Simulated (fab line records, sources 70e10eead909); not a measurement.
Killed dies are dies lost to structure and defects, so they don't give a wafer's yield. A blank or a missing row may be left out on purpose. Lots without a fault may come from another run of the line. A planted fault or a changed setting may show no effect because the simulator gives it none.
fab line records | flow nand_harc
record lots=11 wafers=33 last_day=24
route steps=1159 shown A_M1@1052 A_BONDPAD@1076 END@1159
lots that met no fault: from a run of the same line without faults
start_h: hours from the record's first day to the start of the lot's first wafer shown | wait_h: hours since the lot's step before | " the same as in the row above | L1.1+2: a row that stands for several wafers | - no value, or no start given | * or withheld: withheld | < > ~ a bound
route shown NAME@n: a module of which the file shows steps, and the number in the route of the first | usual: mean/standard deviation of fault-free wafers | same: alike in all rows | chamber/n: place in a boat | sites: the reading at each site | _std_site: their standard deviation | _edge_site: outer sites' mean less inner sites' | radius_mm: how far each site lies from the wafer's centre | mask NAME#n: copy n | behind: the tool/chamber that last shaped the wafer | hold: why the lot was held/for how many hours/how that ended | device: the transistor (n, p or np) that didn't switch | end of line: the same wafers' tests at the end of the route | a step without rows: its recipe alone | killed: dies lost to structure and defects at the first sort, not the wafer's yield | map: a wafer's dies, x killed, . not, _ none there
set.NAME: the setting as run; set.NAME@STEP: as run at that earlier step | model.NAME: the simulator's own value behind a step, which no gauge read
steps of the route over a sample of lots; a table a step, a row a wafer
services: from which hour (start_h, from the record's first day; less than 0 if before it) a tool's chamber was out of use, for how many hours, and why
## steps
# step NHARC_A_M1_CMP_23
# recipe t_overpolish_s=20 target_thk_nm=154.34
# usual edge_zone_pressure_frac=1.000/0.0048 motor_current_A=11.8/1.6 time_to_endpoint_s=29.4/1.9
# columns lot.wafer tool chamber start_h wait_h edge_zone_pressure_frac motor_current_A time_to_endpoint_s
L195.2 cmp-03 2 409.48 - 0.988 13.0 30.0
L195.1 " 0 " " 0.999 15.3 25.0
L195.6 " 2 " " 0.993 12.7 30.0
L199.3 cmp-03 1 418.98 - 1.001 10.8 30.3
L199.2 " 3 " " 0.998 11.9 26.0
L199.6 " 0 " " 1.001 14.7 26.1
L198.3 cmp-02 3 419.56 - 0.995 10.6 29.2
L198.1 " 0 " " 1.001 9.3 29.8
L198.6 " 0 " " 1.000 10.3 28.5
L200.4 cmp-03 3 443.19 - 1.006 11.6 28.7
L200.2 " 0 " " 1.003 14.7 28.4
L200.3 " 2 " " 1.002 12.6 30.0
L205.2 cmp-04 3 468.18 - 1.000 10.0 31.6
L205.1 " 0 " " 0.997 9.9 32.8
L205.4 " 1 " " 0.996 12.1 30.8
L207.2 cmp-04 0 473.73 - 1.002 9.8 33.1
L207.4 " 3 " " 1.005 10.0 29.7
L207.5 " 1 " " 1.011 11.6 30.5
L204.1 cmp-04 2 474.20 - 1.010 13.7 32.3
L204.4 " 0 " " 0.999 9.6 31.2
L204.6 " 1 " " 1.007 11.7 30.4
L211.3 cmp-03 1 512.55 - 1.002 11.3 30.4
L211.2 " 2 " " 1.002 12.9 28.5
L211.6 " 0 " " 0.994 15.2 27.4
L213.3 cmp-03 1 528.79 - 1.004 11.6 30.9
L213.4 " 2 " " 0.998 12.7 27.9
L213.2 " 0 " " 0.996 14.6 28.3
L215.2 cmp-04 2 543.28 - 1.000 12.6 28.8
L215.5 " 0 " " 1.004 9.8 27.3
L215.6 " 1 " " 0.997 12.4 29.2
L216.3 cmp-03 3 547.74 - 1.011 11.5 25.3
L216.1 " 0 " " 1.009 14.9 25.8
L216.5 " 1 " " 1.003 11.2 26.5
# step NHARC_A_BONDPAD_ETCH_34
# recipe target_depth_a=600 overetch_a=180 time_s=65.91 ion_energy_ev=200 n2_flow_sccm=150 h2_flow_sccm=150 ar_flow_sccm=0 rf_w=400 bias_w=150 chemistry=N2/H2
# usual drypump_motor_current_A=5.81/0.16 oes_product_au=1.003/0.0066 rf_vpp_V=431/3.1 showerhead_plenum_p_Torr=2.05/0.11 throttle_valve_pct=14.171/0.009
# columns lot.wafer tool chamber start_h wait_h drypump_motor_current_A oes_product_au rf_hours_counter_h rf_vpp_V showerhead_plenum_p_Torr throttle_valve_pct
L195.1 rie_diel-10 2 412.18 0.1 6.07 0.992 12 431 2.10 14.177
L195.2 " 0 " " 5.33 0.995 11 434 2.15 14.169
L195.6 " 3 " " 5.87 1.000 - 434 2.17 14.177
L199.2 rie_diel-10 2 421.66 0.1 6.06 1.007 13 432 2.10 14.174
L199.3 " 1 " " 5.64 1.006 13 431 2.02 14.181
L199.6 " 3 " " 5.88 1.003 - 433 2.17 14.164
L198.1 rie_diel-10 0 422.43 0.1 5.31 1.000 13 434 2.15 14.187
L198.3 " 1 " " 5.62 1.005 13 430 2.02 14.170
L198.6 " 0 " " 5.31 0.992 - 433 2.15 14.178
L200.2 rie_diel-06 0 445.89 0.1 5.65 1.002 0 428 1.91 14.159
L200.3 " 1 " " 5.93 1.004 1 434 2.18 14.173
L200.4 " 2 " " 5.74 1.003 1 428 1.96 14.166
L205.1 rie_diel-06 0 470.86 0.1 5.68 1.003 1 428 1.91 14.152
L205.2 " 1 " " 5.91 1.009 1 436 2.18 14.181
L205.4 " 2 " " 5.74 0.994 1 429 1.96 14.163
L207.4 rie_diel-06 3 476.46 0.1 5.91 0.999 2 432 2.12 14.155
L207.2 " 0 " " 5.66 1.003 2 428 1.91 14.150
L207.5 " 2 " " 5.73 0.997 - 429 1.96 14.178
L204.4 rie_diel-06 3 476.98 0.1 5.98 0.999 2 432 2.12 14.170
L204.1 " 1 " " 5.93 1.011 2 434 2.18 14.160
L204.6 " 2 " " 5.75 1.007 - 429 1.96 14.170
L211.3 rie_diel-06 2 515.21 0.1 5.72 1.001 3 430 1.96 14.173
L211.2 " 3 " " 5.95 1.002 3 433 2.12 14.160
L211.6 " 3 " " 5.95 0.997 - 433 2.12 14.168
L213.3 rie_diel-06 2 531.50 0.1 5.70 1.000 3 427 1.96 14.174
L213.2 " 0 " " 5.66 1.000 3 427 1.91 14.156
L213.4 " 1 " " 5.91 1.017 3 435 2.18 14.175
L215.2 rie_diel-06 1 545.95 0.1 5.92 1.001 4 434 2.18 14.176
L215.5 " 1 " " 5.91 1.012 - 434 2.18 14.162
L215.6 " 2 " " 5.72 0.994 - 429 1.96 14.179
L216.1 rie_diel-06 0 550.27 0.1 5.66 0.998 4 428 1.91 14.156
L216.3 " 1 " " 5.92 1.013 4 433 2.18 14.170
L216.5 " 3 " " 5.94 1.001 - 432 2.12 14.173
# step NHARC_A_BONDPAD_STRIP_15
# recipe o2_flow_sccm=500 ar_flow_sccm=0 bias_w=0 chemistry=O2
# usual chamber_pressure_mTorr=60.00/0.06 drypump_motor_current_A=5.79/0.2 o2_flow_sccm=499.9/1.4 oes_product_au=1.002/0.0072 rf_vpp_V=58.0/0.9 showerhead_plenum_p_Torr=3.57/0.16 throttle_valve_pct=17.037/0.0094
# same bias_w=0
# columns lot.wafer tool chamber start_h wait_h chamber_pressure_mTorr drypump_motor_current_A o2_flow_sccm oes_product_au rf_hours_counter_h rf_vpp_V showerhead_plenum_p_Torr throttle_valve_pct
L195.1 rie_diel-10 0 412.50 0.1 59.88 5.34 498.6 0.998 12 59.4 3.70 17.030
L195.2 " 2 " " 60.05 5.97 500.8 1.002 12 58.2 3.63 17.028
L195.6 " 3 " " 59.95 5.90 499.1 1.001 - 58.6 3.73 17.032
L199.2 rie_diel-10 0 422.00 0.1 60.00 5.35 502.0 0.999 13 58.2 3.70 17.035
L199.3 " 1 " " 59.98 5.64 500.8 1.008 13 58.8 3.50 17.008
L199.6 " 3 " " 59.94 5.91 500.9 0.996 - 58.5 3.73 17.033
L198.3 rie_diel-10 2 422.76 0.1 60.05 6.02 500.4 1.008 13 58.4 3.63 17.045
L198.1 " 3 " " 60.01 5.91 501.7 1.005 12 56.9 3.73 17.031
L198.6 " 2 " " 59.96 6.05 500.9 1.000 - 57.7 3.63 17.036
L200.4 rie_diel-10 1 446.19 0.1 60.06 5.65 500.4 1.002 20 58.7 3.50 17.043
L200.3 " 3 " " 59.98 5.88 497.8 0.994 17 59.1 3.73 17.033
L200.2 " 0 " " 59.92 5.28 501.1 0.990 19 56.7 3.70 17.027
L205.4 rie_diel-06 2 471.16 0.1 60.01 5.75 497.3 1.004 1 57.6 3.40 17.048
L205.2 " 0 " " 60.03 5.67 500.5 1.007 1 55.8 3.32 17.043
L205.1 " 1 " " 60.03 5.94 501.0 1.010 1 58.0 3.75 17.037
L207.2 rie_diel-06 3 476.77 0.1 59.95 5.98 501.8 1.004 2 57.4 3.65 17.045
L207.4 " 1 " " 59.90 5.92 500.1 1.013 2 56.1 3.75 17.052
L207.5 " 2 " " 60.02 5.73 500.0 1.005 - 56.3 3.40 17.022
L204.1 rie_diel-10 1 477.29 0.1 59.99 5.65 499.2 1.008 27 57.7 3.50 17.040
L204.4 " 3 " " 60.05 5.89 501.8 0.989 24 58.9 3.73 17.030
L204.6 " 1 " " 60.06 5.67 499.4 0.997 - 58.5 3.50 17.039
L211.3 rie_diel-06 3 515.54 0.1 60.02 5.94 500.5 0.994 3 58.4 3.65 17.036
L211.2 " 1 " " 60.00 5.91 500.6 0.994 3 58.7 3.75 17.035
L211.6 " 2 " " 59.97 5.73 498.3 0.988 - 57.8 3.40 17.037
L213.3 rie_diel-06 1 531.82 0.1 60.13 5.92 497.4 1.003 3 58.9 3.75 17.029
L213.4 " 2 " " 60.11 5.71 500.0 0.999 3 58.6 3.40 17.046
L213.2 " 3 " " 60.00 5.97 500.3 1.001 4 57.9 3.65 17.029
L215.2 rie_diel-03 3 546.28 0.1 60.04 6.06 500.5 1.017 52 57.6 3.57 17.042
L215.5 " 1 " " 60.03 5.78 500.3 1.013 - 58.5 3.71 17.022
L215.6 " 2 " " 59.92 5.74 499.6 1.017 - 58.2 3.54 17.025
L216.1 rie_diel-10 0 550.56 0.1 59.95 5.33 500.7 0.995 1 57.9 3.69 17.051
L216.3 " 3 " " 60.04 5.90 501.6 1.007 1 58.1 3.72 17.054
L216.5 " 0 " " 59.94 5.34 501.3 0.995 - 56.8 3.69 17.037
# step NHARC_A_BONDPAD_STRIP_16
# recipe time_s=600 temp_c=30 chemistry=post_etch_residue_remover
# usual bath_heat_duty_pct=13.5/1.9 run_length_s=603.1/1.1
# columns lot.wafer tool chamber start_h wait_h bath_heat_duty_pct run_length_s
L195.6 wet_bench-10 1 412.77 - 14.0 602.4
L195.2 " 4 " " 13.8 604.7
L195.1 " 5 " " 14.9 603.8
L199.2 wet_bench-10 3 422.25 - 11.7 601.1
L199.3 " 4 " " 13.0 604.2
L199.6 " 0 " " 15.8 603.0
L198.6 wet_bench-10 7 423.04 - 13.9 601.9
L198.3 " 0 " " 16.3 604.1
L198.1 " 2 " " 15.9 603.7
L200.3 wet_bench-08 4 446.47 - 11.4 601.7
L200.4 " 5 " " 13.5 602.7
L200.2 " 7 " " 17.3 603.7
L205.2 wet_bench-10 0 471.44 - 16.2 604.0
L205.1 " 1 " " 13.7 600.8
L205.4 " 3 " " 12.6 602.3
L207.4 wet_bench-08 7 477.07 - - -
L207.5 " 0 " " - -
L207.2 " 1 " " - -
L204.4 wet_bench-08 3 477.56 - - -
L204.1 " 4 " " - -
L204.6 " 6 " " - -
L211.6 wet_bench-08 5 515.81 - 12.6 603.1
L211.3 " 6 " " 13.5 603.3
L211.2 " 0 " " 10.1 602.6
L213.3 wet_bench-08 5 532.09 - 13.3 602.4
L213.2 " 6 " " 13.0 602.5
L213.4 " 0 " " 9.6 602.7
L215.5 wet_bench-08 5 546.54 - 13.4 602.6
L215.2 " 7 " " 16.0 602.2
L215.6 " 1 " " 13.4 603.4
L216.1 wet_bench-08 0 550.85 - 10.0 602.6
L216.3 " 2 " " 14.7 603.7
L216.5 " 3 " " 13.2 602.8
# step NHARC_END_SORT_01
# recipe temp_c=25
# usual defect_limited_yield=95.3/1.7 killed_at_array=28/12 killed_at_other=0.8/1.1 killed_at_periphery=3.6/2.3 killed_dies=32/12 killed_open=3.4/1.9 killed_short=2.0/1.3 sort_bin_2_pct=1.4/0.61 sort_bin_3_pct=0.26/0.22 sort_bin_4_pct=3.0/1.2 sort_n_pass=645/12 sort_rim_yield_pct=95.8/2.9 sort_yield_pct=95.3/1.7
# same gross_dies=677 sort_bin_5_pct[%]=0 sort_bin_6_pct[%]=0 sort_bin_7_pct[%]=0 sort_bin_8_pct[%]=0 sort_rim_n_gross=106.00
# columns lot.wafer tool chamber start_h wait_h defect_limited_yield[%] killed_at_array killed_at_other killed_at_periphery killed_dies killed_open killed_short sort_bin_2_pct[%] sort_bin_3_pct[%] sort_bin_4_pct[%] sort_n_pass sort_rim_yield_pct[%] sort_yield_pct[%]
L199.2 prober-02 0 457.24 2.8 95.7 27 0 2 29 5 0 1.2 0 3.1 648 98.1 95.7
L199.3 prober-02 0 458.04 3.1 96.0 24 0 3 27 6 3 1.3 0.30 2.4 650 98.1 96.0
L199.6 prober-02 0 460.44 4.0 97.0 17 0 3 20 2 2 1.0 0.30 1.6 657 98.1 97.0
L205.1 prober-02 0 511.85 2.5 96.5 18 0 6 24 0 1 1.0 0 2.5 653 93.4 96.5
L205.2 prober-02 0 512.65 2.8 95.1 25 5 3 33 2 1 1.3 0.59 3.0 644 94.3 95.1
L205.4 prober-02 0 514.25 3.4 95.3 22 2 8 32 5 3 1.3 0.30 3.1 645 96.2 95.3
# killed by level:class
L199.2 A_CONTACT:chamber_film_flake=10 A_SLIT:chamber_film_flake=8 A_STAIRCASE:chamber_film_flake=3 A_CHANNEL_HOLE_D1:chamber_film_flake=2 P_GATE:geometric_particle:open=1 A_SOURCE_PLATE:geometric_particle:open=1 A_ONON_D1:geometric_particle:open=1 A_CHANNEL_FILL_D1:geometric_particle:open=1
L199.3 A_SLIT:chamber_film_flake=10 A_CONTACT:chamber_film_flake=5 A_WL_FILL:geometric_particle:open=2 A_CONTACT:geometric_particle:open=2 A_STAIRCASE:chamber_film_flake=2 P_STI:geometric_particle:short=1 P_GATE:geometric_particle:open=1 P_M1:geometric_particle:open=1
L199.6 A_SLIT:chamber_film_flake=7 A_CONTACT:chamber_film_flake=5 A_CHANNEL_HOLE_D1:chamber_film_flake=2 P_GATE:geometric_particle:short=1 P_CONTACT:geometric_particle:open=1 P_CONTACT:geometric_particle:short=1 A_CONTACT:geometric_particle:open=1 A_CHANNEL_FILL_D1:chamber_film_flake=1
L205.1 A_CHANNEL_HOLE_D1:chamber_film_flake=13 P_GATE:chamber_film_flake=3 P_M1:chamber_film_flake=2 A_CONTACT:chamber_film_flake=2 A_WL_FILL:geometric_particle:short=1 P_BONDPAD:chamber_film_flake=1 A_STAIRCASE:chamber_film_flake=1 A_M1:chamber_film_flake=1
L205.2 A_CHANNEL_HOLE_D1:chamber_film_flake=16 THIN_TSV:chamber_film_flake=5 A_STAIRCASE:chamber_film_flake=2 A_CONTACT:chamber_film_flake=2 A_SOURCE_PLATE:geometric_particle:short=1 A_M1:geometric_particle:open=1 A_BONDPAD:geometric_particle:open=1 P_ZERO_WELL:chamber_film_flake=1
L205.4 A_CHANNEL_HOLE_D1:chamber_film_flake=13 P_CONTACT:geometric_particle:open=3 P_M1:chamber_film_flake=2 A_STAIRCASE:chamber_film_flake=2 A_CONTACT:chamber_film_flake=2 THIN_TSV:chamber_film_flake=2 P_CONTACT:geometric_particle:short=1 A_CHANNEL_HOLE_D1:geometric_particle:open=1
## services
# columns tool chamber start_h hours kind
rie_diel-03 - 392.30 9.0 pm
rie_diel-06 0 397.28 - clean
rie_diel-06 1 397.28 - clean
rie_diel-06 2 397.28 - clean
rie_diel-06 3 397.28 - clean
wet_bench-08 - 406.40 8.0 pm
rie_diel-06 - 418.20 9.0 pm
cmp-02 - 422.61 4.0 pm
wet_bench-10 - 423.24 8.0 pm
rie_diel-03 0 424.32 3.2 repair
cmp-04 - 436.19 4.0 pm
rie_diel-03 3 446.94 8.8 repair
cmp-04 - 448.00 0.5 repair
cmp-03 - 450.01 4.0 pm
cmp-02 - 455.61 1.2 repair
cmp-03 - 473.17 1.1 repair
rie_diel-06 1 477.61 9.3 repair
rie_diel-10 2 490.97 14.2 repair
cmp-02 - 520.61 4.0 pm
rie_diel-10 - 530.58 9.0 pm
cmp-04 - 534.19 4.0 pm
cmp-04 - 542.22 0.5 repair
cmp-02 - 546.08 1.0 repair
cmp-03 - 548.01 4.0 pm
## key
first_sign step=NHARC_A_BONDPAD_STRIP_16 reading=tool_record direction=missing
effect none on later readings
met_at NHARC_A_BONDPAD_STRIP_16
struck_lots L204,L207
not_acting_at NHARC_A_M1_CMP_23,NHARC_A_BONDPAD_ETCH_34,NHARC_A_BONDPAD_STRIP_15
onset_between 446.47 477.07
fault kind=skipped_step_whole tool=wet_bench-08 chamber=- onset_h=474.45 steps=NHARC_A_BONDPAD_STRIP_16 scope=struck_lots_only
